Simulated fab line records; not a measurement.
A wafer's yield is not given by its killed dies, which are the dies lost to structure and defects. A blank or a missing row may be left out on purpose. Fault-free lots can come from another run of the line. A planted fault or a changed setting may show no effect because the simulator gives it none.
Comparing a struck lot with a sound one | flow nand_harc | 17 out of 1302 route steps
Sound: wafers L180.2, L180.4, L180.5. Struck: wafer L173.4. (L173.3, L173.5 of the same lot were not struck and are left out.) The cause comes at the end.
For every step that has rows: the tool of each side, followed by ch and its chambers, followed by its first start. Under that, the readings that differ: sound wafers | struck wafers | difference of the means | sigmas: that difference in standard deviations of wafers without a fault.
alike: a reading whose means differ by less than 2 such deviations, as well as words and numbers matching on both sides. not compared: withheld readings; readings where some wafer has no value; bounds like >300 that might hide an equal value; numbers whose values overlap and for which the record gives no deviation.
The two part at a step that has a row with sigmas, a row that says differs or no value, or rows on one side only. Numbers that don't overlap but have no deviation are shown without sigmas and don't part them. Lack of a reading on every wafer of one side parts them only where that side has two or more wafers.

NHARC_P_M1_INSPECT_11:
  sound: defect_inspect-01 at day 12 17:38; struck: defect_inspect-02 at day 10 07:03
  alike: raw_defect_count
then, 2 steps without rows for these wafers: NHARC_P_M1_DESCUM_14 (chemistry O2, time 3 s); NHARC_P_M1_ETCH_35 (etches the open film in N2/H2, target depth 40 nm, overetch 12 nm, time 43.94 s).
NHARC_P_M1_ETCH_15: etches the open film in C4F8/Ar, target depth 182.5 nm, time 91.2 s.
  sound on rie_diel-01 ch 1,2,3; struck on rie_diel-01 ch 3
  alike: oes_product_au, rf_vpp_V
  not compared: rf_hours_counter_h
NHARC_P_M1_CD_MEAS_16:
  sound: cd_sem-03 at day 12 18:00; struck: cd_sem-02 at day 10 07:25
  alike: cd_nm
NHARC_P_M1_STRIP_18: strips in N2/H2.
  sound on rie_diel-05 ch 0,1,2, day 12 18:06; struck on rie_diel-05 ch 2, day 10 07:29
  reading                | sound                | struck | difference | sigmas
  throttle_valve_pct (%) | 14.185 14.175 14.175 | 14.161 | -0.017     | -2
  alike: drypump_motor_current_A, n2_flow_sccm, oes_product_au, rf_vpp_V, showerhead_plenum_p_Torr
  not compared: rf_hours_counter_h
NHARC_P_M1_ETCH_28: etches the open film in CF4/N2, target depth 30 nm, time 72.99 s.
  sound on rie_diel-05 ch 1,2,3; struck on rie_diel-05 ch 2
  alike: drypump_motor_current_A, n2_flow_sccm, oes_product_au, rf_vpp_V, showerhead_plenum_p_Torr, throttle_valve_pct
  not compared: rf_hours_counter_h
then, 2 steps without rows for these wafers: NHARC_P_M1_STRIP_19 (strips in post etch residue remover, time 600 s); NHARC_P_M1_DEGAS_29 (time 60 s).
NHARC_P_M1_PRE_CLEAN_30: time 30 s.
  sound on pvd_sputter-01; struck on pvd_sputter-01
  alike: heater_power_w
then, 2 steps without rows for these wafers: NHARC_P_M1_PVD_20 (deposits TaN, target thk 5 nm, time 8.06 s); NHARC_P_M1_PVD_21 (deposits Cu, target thk 30 nm, time 20.49 s).
NHARC_P_M1_ECD_22: material Cu, target thk 400 nm.
  sound on ecd_cu-01 ch 0,1, day 12 19:09; struck on ecd_cu-01 ch 0,1, day 10 08:36
NHARC_P_M1_ANNEAL_31: time 90 s.
  sound on rtp_anneal-02 ch 0, day 12 19:32; struck on rtp_anneal-01 ch 0, day 10 08:59
  alike: anneal_temp_c, wafer_temp_C_max
NHARC_P_M1_CMP_23: polishes, t overpolish 20 s, target thk 157.82 nm.
  sound on cmp-02 ch 0,2, day 12 19:51; struck on cmp-01 ch 2, day 10 09:13
  reading                | sound          | struck | difference | sigmas
  time_to_endpoint_s (s) | 24.9 29.0 29.3 | 18.9   | -8.8       | -3
  alike: motor_current_A
NHARC_P_M1_THK_MEAS_24: measures by xrf.
  sound: film_metro-02 at day 12 20:09; struck: film_metro-01 at day 10 09:32
  alike: thk_nm
NHARC_END_SORT_01:
  the record has rows for the sound wafers here (prober-02 ch 0, day 30 09:49) and none for the struck ones

WHERE THEY PART
At NHARC_P_M1_STRIP_18 first; at NHARC_END_SORT_01 last (within this record only).

WHY: whatever the simulator had introduced
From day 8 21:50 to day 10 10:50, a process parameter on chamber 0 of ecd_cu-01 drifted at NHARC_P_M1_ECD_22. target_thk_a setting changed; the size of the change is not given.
